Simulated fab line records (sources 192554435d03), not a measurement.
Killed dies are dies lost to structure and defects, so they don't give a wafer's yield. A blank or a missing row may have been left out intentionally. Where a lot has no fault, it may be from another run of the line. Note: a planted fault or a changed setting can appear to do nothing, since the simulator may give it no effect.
fab line records ; flow n5-finfet
record lots=11; wafers=29; last-day=17
route steps=1938 shown BEOL_M13@1693 BEOL_M14@1717 PASSIVATION@1936
lots untouched by any fault: they come from a run of this same line in which no faults occurred
start-h: start of the lot's first displayed wafer, in hours after the record's first day ; wait-h: how many hours have passed since the lot's step before this one ; " repeats the value in the row above ; L1.1+2: one row covering several wafers at once ; - no value present, or no start provided ; * or withheld: withheld ; < > ~ a bound
route shown NAME@n: NAME is a module with steps in the file, n the number in the route of the first one ; usual: the fault-free wafers' mean and standard deviation ; same: alike in all rows ; chamber/n: place in a boat ; sites: each site's reading ; _std_site: their standard deviation ; _edge_site: the outer-site mean with the inner-site mean subtracted ; radius-mm: how far each site lies from the wafer's centre ; mask NAME#n: copy n ; behind: the most recent tool/chamber to have shaped the wafer ; hold: why the lot was held/for how many hours/how that ended ; device: the n, p or np transistor that did not switch ; end of line: at the end of the route, the tests of the same wafers ; a step with no rows: only its recipe ; killed: dies that structure and defects cost at the first sort, which is not the same as the wafer's yield ; map: the dies of a wafer, with x for killed, . for not killed, _ for no die there
set.NAME: setting as actually run; set.NAME@STEP: the setting as run at that earlier step ; model.NAME: the simulator's own value behind a step, which no gauge read
a sample of lots followed through the steps of the route, with each step as a table and each wafer as a row
services: from which hour (start-h, from the record's first day; less than 0 if before it) a tool's chamber was out of use, for how many hours, and why
## steps
# step N5_BEOL_M13_ETCH_67
# recipe chemistry=CF4; target=SiARC; target-depth-a=1430; time-s=238.3; ion-energy-ev=80; pressure-mtorr=40; source-w=545; bias-w=36; Ar_flow_sccm=100; cf4-flow-sccm=100; ends=cleared
# usual drypump-motor-current-A=5.9/0.53; etch-rf-on-time-s=241/9.2; oes-product-au=0.66/0.061; rf-vpp-V=184.0/1.1; showerhead-plenum-p-Torr=2.14/0.065; throttle-valve-pct=15.59/0.21
lot.wafer;tool;chamber;start-h;wait-h;drypump-motor-current-A;etch-rf-on-time-s;oes-product-au;rf-hours-counter-h;rf-vpp-V;showerhead-plenum-p-Torr;throttle-valve-pct
L154.3;rie-diel-01;0;248.06;0.0;5.1;227;0.73;58;183.6;2.08;15.25
L154.4;rie-diel-01;2;248.06;0.0;6.8;232;0.66;-;183.3;2.07;15.32
L155.2;rie-diel-02;2;248.60;0.0;6.2;230;0.74;39;184.9;2.27;15.43
L155.4;rie-diel-02;0;248.60;0.0;5.5;241;0.79;18;184.7;2.16;15.42
L155.6;rie-diel-02;2;248.60;0.0;6.2;229;0.75;-;183.8;2.27;15.44
L157.1;rie-diel-02;2;266.55;0.0;6.2;230;0.73;45;183.6;2.27;15.45
L157.5;rie-diel-02;2;266.55;0.0;6.2;231;0.73;-;185.2;2.27;15.44
L158.2;rie-diel-01;1;273.00;0.0;6.3;245;0.70;72;185.0;2.17;15.68
L158.3;rie-diel-01;2;273.00;0.0;6.8;236;0.65;149;183.7;2.07;15.35
L158.6;rie-diel-01;0;273.00;0.0;5.1;227;0.72;-;183.9;2.08;15.27
L159.1;rie-diel-04;0;276.71;0.0;6.1;256;0.59;203;184.1;2.21;15.77
L159.4;rie-diel-04;3;276.71;0.0;6.6;232;0.67;161;182.9;2.06;15.49
L159.5;rie-diel-04;0;276.71;0.0;6.0;255;0.59;-;184.3;2.21;15.76
L160.2;rie-diel-04;3;283.54;0.0;6.7;231;0.66;165;183.4;2.06;15.52
L160.4;rie-diel-04;1;283.54;0.0;5.0;231;0.72;-;184.2;2.17;15.53
L161.1;rie-diel-02;2;298.17;0.0;6.2;230;0.72;51;186.6;2.27;15.43
L161.3;rie-diel-02;0;298.17;0.0;5.6;245;0.75;27;183.9;2.16;15.41
L161.4;rie-diel-02;3;298.17;0.0;6.0;250;0.57;211;183.4;2.13;16.03
L162.1;rie-diel-01;0;301.63;0.0;5.1;228;0.72;76;182.7;2.07;15.29
L162.2;rie-diel-01;3;301.63;0.0;6.3;252;0.60;218;183.2;2.11;15.42
L162.4;rie-diel-01;2;301.63;0.0;6.8;237;0.63;160;183.6;2.06;15.36
L164.4;rie-diel-01;3;311.88;0.0;6.3;254;0.59;220;182.8;2.11;15.42
L164.5;rie-diel-01;2;311.88;0.0;6.8;235;0.63;-;184.4;2.06;15.37
L165.1;rie-diel-02;1;321.66;0.0;5.3;237;0.63;201;183.9;2.13;15.68
L165.5;rie-diel-02;1;321.66;0.0;5.4;238;0.62;-;184.8;2.13;15.66
L165.6;rie-diel-02;0;321.66;0.0;5.5;245;0.75;-;184.0;2.16;15.43
L174.1;rie-diel-04;2;376.08;0.0;5.7;252;0.58;224;181.5;2.04;15.62
L174.4;rie-diel-04;0;376.08;0.0;6.1;255;0.57;234;184.8;2.20;15.82
L174.6;rie-diel-04;2;376.08;0.0;5.7;254;0.58;-;183.2;2.04;15.61
# step N5_BEOL_M13_PRE_CLEAN_42
# recipe gas=H2/He; time-s=30; temp-c=250
# usual heater-power-w=327/31
lot.wafer;tool;chamber;start-h;wait-h;heater-power-w
L155.2;pvd-sputter-03;-;251.17;0.0;357
L155.4;pvd-sputter-03;-;251.17;0.0;337
L155.6;pvd-sputter-03;-;251.17;0.0;349
L154.3;pvd-sputter-01;-;254.04;0.0;347
L154.4;pvd-sputter-01;-;254.04;0.0;332
L157.1;pvd-sputter-03;-;267.90;0.0;335
L157.5;pvd-sputter-03;-;267.90;0.0;335
L158.2;pvd-sputter-02;-;274.36;0.0;340
L158.3;pvd-sputter-02;-;274.36;0.0;304
L158.6;pvd-sputter-02;-;274.36;0.0;313
L159.1;pvd-sputter-02;-;278.34;0.0;314
L159.4;pvd-sputter-02;-;278.34;0.0;341
L159.5;pvd-sputter-02;-;278.34;0.0;308
L160.2;pvd-sputter-03;-;286.37;0.0;355
L160.4;pvd-sputter-03;-;286.37;0.0;262
L161.1;pvd-sputter-02;-;301.80;0.0;343
L161.3;pvd-sputter-02;-;301.80;0.0;360
L161.4;pvd-sputter-02;-;301.80;0.0;318
L162.1;pvd-sputter-01;-;303.16;0.0;270
L162.2;pvd-sputter-01;-;303.16;0.0;336
L162.4;pvd-sputter-01;-;303.16;0.0;368
L164.4;pvd-sputter-01;-;315.79;0.0;334
L164.5;pvd-sputter-01;-;315.79;0.0;273
L165.1;pvd-sputter-01;-;323.66;0.0;353
L165.5;pvd-sputter-01;-;323.66;0.0;267
L165.6;pvd-sputter-01;-;323.66;0.0;337
L174.1;pvd-sputter-03;-;378.90;0.0;330
L174.4;pvd-sputter-03;-;378.90;0.0;338
L174.6;pvd-sputter-03;-;378.90;0.0;346
# step N5_BEOL_M13_SPUTTER_44
# recipe material=Ta; target-thk-a=100; temp-c=50; bias-v=80; power-w=15000; chamber-pressure-pa=0.07; time-s=16.13
# usual chamber-pressure-pa=0.06999/0.00015; throttle-valve-pct=29.6/0.87
lot.wafer;tool;chamber;start-h;wait-h;chamber-pressure-pa;throttle-valve-pct
L155.2;pvd-sputter-03;-;251.29;0.0;0.06999;30.5
L155.4;pvd-sputter-03;-;251.29;0.0;0.07013;30.1
L155.6;pvd-sputter-03;-;251.29;0.0;0.07012;30.5
L154.3;pvd-sputter-01;-;254.16;0.0;0.07005;29.6
L154.4;pvd-sputter-01;-;254.16;0.0;0.06997;29.2
L157.1;pvd-sputter-03;-;268.02;0.0;0.06976;30.2
L157.5;pvd-sputter-03;-;268.02;0.0;0.07001;30.3
L158.2;pvd-sputter-02;-;274.48;0.0;0.07019;29.4
L158.3;pvd-sputter-02;-;274.48;0.0;0.06992;28.9
L158.6;pvd-sputter-02;-;274.48;0.0;0.06954;29.1
L159.1;pvd-sputter-02;-;278.46;0.0;0.0699;29.2
L159.4;pvd-sputter-02;-;278.46;0.0;0.07002;29.4
L159.5;pvd-sputter-02;-;278.46;0.0;0.07004;30.8
L160.2;pvd-sputter-03;-;286.49;0.0;0.06981;30.5
L160.4;pvd-sputter-03;-;286.49;0.0;0.06999;28.7
L161.1;pvd-sputter-02;-;301.92;0.0;0.06991;29.4
L161.3;pvd-sputter-02;-;301.92;0.0;0.07005;30.7
L161.4;pvd-sputter-02;-;301.92;0.0;0.07023;28.8
L162.1;pvd-sputter-01;-;303.28;0.0;0.06991;29.4
L162.2;pvd-sputter-01;-;303.28;0.0;0.07014;29.4
L162.4;pvd-sputter-01;-;303.28;0.0;0.06977;29.6
L164.4;pvd-sputter-01;-;315.91;0.0;0.06997;29.5
L164.5;pvd-sputter-01;-;315.91;0.0;0.06965;29.8
L165.1;pvd-sputter-01;-;323.78;0.0;0.06992;29.5
L165.5;pvd-sputter-01;-;323.78;0.0;0.06979;29.8
L165.6;pvd-sputter-01;-;323.78;0.0;0.07011;27.3
L174.1;pvd-sputter-03;-;379.02;0.0;0.06997;30.5
L174.4;pvd-sputter-03;-;379.02;0.0;0.07001;29.6
L174.6;pvd-sputter-03;-;379.02;0.0;0.07027;29.4
# step N5_BEOL_M13_CMP_49
# recipe stop-on=SiOC; t-overpolish-s=17.1; down-force-psi=1; platen-rpm=50; clearing-platen-down-force-psi=1.5; clearing-platen-rpm=50; post-cmp-clean=cu-alkaline; target-thk-nm=420; clearing-platen-pad-velocity-m-s=0.99484; pad-velocity-m-s=0.99484
# usual barrier-field-endpoint-s=30.6/1.1; motor-current-A=6.1/0.48
lot.wafer;tool;chamber;start-h;wait-h;barrier-field-endpoint-s;motor-current-A
L155.4;cmp-01;0;251.96;0.1;29.1;6.4
L155.2;cmp-01;3;251.96;0.1;32.7;6.0
L155.6;cmp-01;1;251.96;0.1;31.7;5.7
L154.4;cmp-01;3;254.87;0.2;34.1;6.1
L154.3;cmp-01;0;254.87;0.2;30.2;6.5
L157.1;cmp-02;0;269.41;0.3;31.4;6.0
L157.5;cmp-02;2;269.41;0.3;29.4;5.6
L158.2;cmp-01;0;275.93;0.2;29.4;6.4
L158.3;cmp-01;2;275.93;0.2;30.1;6.5
L158.6;cmp-01;0;275.93;0.2;30.2;6.3
L159.4;cmp-02;0;279.24;0.2;31.6;6.3
L159.1;cmp-02;2;279.24;0.2;30.0;5.6
L159.5;cmp-02;3;279.24;0.2;30.4;5.6
L160.4;cmp-02;3;287.15;0.1;30.1;5.9
L160.2;cmp-02;0;287.15;0.1;30.8;6.4
L161.4;cmp-02;2;302.57;0.1;29.5;5.5
L161.1;cmp-02;3;302.57;0.1;30.1;5.8
L161.3;cmp-02;0;302.57;0.1;31.4;5.8
L162.1;cmp-02;0;304.90;0.3;32.6;6.2
L162.2;cmp-02;1;304.90;0.3;30.6;6.7
L162.4;cmp-02;3;304.90;0.3;30.8;6.1
L164.4;cmp-02;3;316.79;0.3;31.1;5.9
L164.5;cmp-02;2;316.79;0.3;30.7;5.6
L165.1;cmp-04;0;324.70;0.3;31.0;5.5
L165.5;cmp-04;2;324.70;0.3;31.3;5.4
L165.6;cmp-04;3;324.70;0.3;26.4;7.3
L174.4;cmp-04;3;380.06;0.2;29.2;7.2
L174.1;cmp-04;0;380.06;0.2;31.1;5.9
L174.6;cmp-04;3;380.06;0.2;28.9;7.1
# step N5_BEOL_M14_THK_MEAS_01
# recipe reads=SiO2_of_BEOL_M14_ILD_DEP_00
# usual M14_ILD_THK=1120/15
lot.wafer;tool;chamber;start-h;wait-h;M14_ILD_THK[nm]
L155.2;film-metro-01;-;252.67;0.1;1110
L155.4;film-metro-01;-;252.67;0.1;1122
L155.6;film-metro-01;-;252.67;0.1;1131
L154.3;film-metro-02;-;255.54;0.1;1095
L154.4;film-metro-02;-;255.54;0.1;1116
L157.1;film-metro-02;-;270.01;0.1;1121
L157.5;film-metro-02;-;270.01;0.1;1158
L158.2;film-metro-02;-;276.60;0.1;1106
L158.3;film-metro-02;-;276.60;0.1;1122
L158.6;film-metro-02;-;276.60;0.1;1131
L159.1;film-metro-02;-;279.88;0.1;1101
L159.4;film-metro-02;-;279.88;0.1;1120
L159.5;film-metro-02;-;279.88;0.1;1142
L160.2;film-metro-02;-;287.82;0.1;1141
L160.4;film-metro-02;-;287.82;0.1;1142
L161.1;film-metro-01;-;303.25;0.1;1107
L161.3;film-metro-01;-;303.25;0.1;1137
L161.4;film-metro-01;-;303.25;0.1;1154
L162.1;film-metro-02;-;305.58;0.1;1116
L162.2;film-metro-02;-;305.58;0.1;1121
L162.4;film-metro-02;-;305.58;0.1;1109
L164.4;film-metro-02;-;317.39;0.0;1151
L164.5;film-metro-02;-;317.39;0.0;1121
L165.1;film-metro-01;-;325.30;0.1;1099
L165.5;film-metro-01;-;325.30;0.1;1105
L165.6;film-metro-01;-;325.30;0.1;1134
L174.1;film-metro-01;-;380.70;0.1;1112
L174.4;film-metro-01;-;380.70;0.1;1133
L174.6;film-metro-01;-;380.70;0.1;1132
# step N5_PASSIVATION_PROBE_49
# usual defect-limited-yield=91.3/1.4; killed_at_M0_to_M3=32/9.5; killed_at_M4_up=14/5.2; killed-at-contacts=13/5.7; killed-at-front-end=41/12; killed-at-other=3.5/2.6; killed-dies=103/17; killed-on-rim=14/4; killed-open=68/14; killed-short=32/7; sort_bin_4_leakage=0.01/0.051; sort_bin_5_function=5.0/0.91; sort_bin_6_memory=3.3/0.7; sort_bin_8_speed=0.03/0.22; sort-n-pass=1076/17; sort-yield-pct=91.2/1.4
# same gross-dies=1180; killed-at-back-side=0
lot.wafer;tool;chamber;start-h;wait-h;defect-limited-yield[%];killed_at_M0_to_M3;killed_at_M4_up;killed-at-contacts;killed-at-front-end;killed-at-other;killed-dies;killed-on-rim;killed-open;killed-short;sort_bin_4_leakage[%];sort_bin_5_function[%];sort_bin_6_memory[%];sort_bin_8_speed[%];sort-n-pass;sort-yield-pct[%]
L162.1;prober-01;-;331.17;0.0;92.6;26;8;21;32;0;87;13;57;28;0;4.4;2.5;0;1093;92.6
L165.1;prober-01;-;355.51;0.0;92.4;25;8;4;51;2;90;12;50;31;0;4.2;2.5;0;1090;92.4
L165.5;prober-01;-;355.71;0.2;91.7;39;14;4;39;2;98;25;52;32;0;4.2;2.8;0;1082;91.7
L165.6;prober-01;-;355.76;0.3;92.9;23;7;12;40;2;84;13;52;29;0;4.2;2.5;0;1096;92.9
# killed by level:class
L162.1 MOL_CONTACT_COAG:geometric-particle:open=16 BEOL_M0_SAQP:geometric-particle:short=9 STI_FIN_REVEAL:geometric-particle:open=7 BEOL_M2:geometric-particle:open=6 STI_FIN_REVEAL:geometric-particle:short=5 MOL_CONTACT_COAG:geometric-particle:short=5 BEOL_M4:geometric-particle:open=5 STARTING-WAFER:geometric-particle:open=5
L165.1 FIN_SAQP:geometric-particle:short=12 FIN_SAQP:geometric-particle:open=8 HKMG_FIN:area-etch=8 STI_FIN_REVEAL:geometric-particle:open=7 BEOL_M0_SAQP:geometric-particle:open=6 BEOL_M3:geometric-particle:open=6 DUMMY_GATE:geometric-particle:open=5 BEOL_M0_SAQP:geometric-particle:short=4
L165.5 HKMG_FIN:area-etch=13 BEOL_M2:geometric-particle:open=9 BEOL_M3:geometric-particle:open=9 BEOL_M0_SAQP:geometric-particle:open=7 BEOL_M4:geometric-particle:open=6 BEOL_M0_SAQP:geometric-particle:short=5 FIN_SAQP:geometric-particle:short=4 STI_FIN_REVEAL:geometric-particle:open=4
L165.6 FIN_SAQP:geometric-particle:short=14 FIN_SAQP:geometric-particle:open=11 MOL_CONTACT_COAG:geometric-particle:open=9 DUMMY_GATE:geometric-particle:open=5 BEOL_M2:geometric-particle:open=5 BEOL_M1:geometric-particle:open=4 GATE_CUT:geometric-particle:short=3 MOL_CONTACT_COAG:geometric-particle:short=3
## services
tool;chamber;start-h;hours;kind
cmp-02;-;235.04;8.3;pm
cmp-02;-;253.42;4.0;pm
cmp-04;-;256.08;18.7;pm
cmp-01;-;258.31;4.0;pm
cmp-02;-;263.62;0.2;repair
rie-diel-02;0;264.59;16.2;repair
rie-diel-02;-;271.50;14.6;pm
cmp-02;-;273.23;0.6;repair
cmp-04;-;275.43;4.6;pm
cmp-02;-;285.49;0.8;repair
cmp-04;-;287.18;3.8;repair
pvd-sputter-02;-;303.66;4.3;repair
rie-diel-04;1;310.45;4.1;repair
cmp-04;-;314.23;4.0;pm
pvd-sputter-03;-;332.51;3.0;repair
cmp-04;-;341.79;3.5;pm
pvd-sputter-02;-;342.91;6.3;repair
cmp-01;-;346.52;0.4;repair
rie-diel-04;0;360.64;2.0;repair
rie-diel-02;0;361.79;5.2;repair
cmp-02;-;368.13;2.6;repair
cmp-01;-;371.77;2.0;repair
cmp-01;-;376.89;7.8;pm
rie-diel-04;-;377.92;2.8;pm
## key
first-sign step=N5_BEOL_M13_CMP_49; reading=barrier-field-endpoint-s; direction=down; sigmas=3.9; usual=30.6; struck=26.4
effect none on later readings
met-at N5_BEOL_M13_SPUTTER_44
struck-lots L165
struck-wafers L165.6
baseline-loss step=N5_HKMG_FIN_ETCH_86; wafers=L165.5
not-acting-at N5_BEOL_M13_ETCH_67,N5_BEOL_M13_PRE_CLEAN_42,N5_BEOL_M14_THK_MEAS_01
onset-between 315.91 323.78
fault kind=process-parameter-drift; tool=pvd-sputter-01; chamber=-; onset-h=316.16; steps=N5_BEOL_M13_SPUTTER_44; channel=time-s; offset=*; shape=step; end-h=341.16; scope=struck-wafers-only; acts-in=*; stated=*
# baseline-loss: these wafers lose ten dies or more at that step, a loss of the line's own and not of a fault; the sort's usual values leave them out
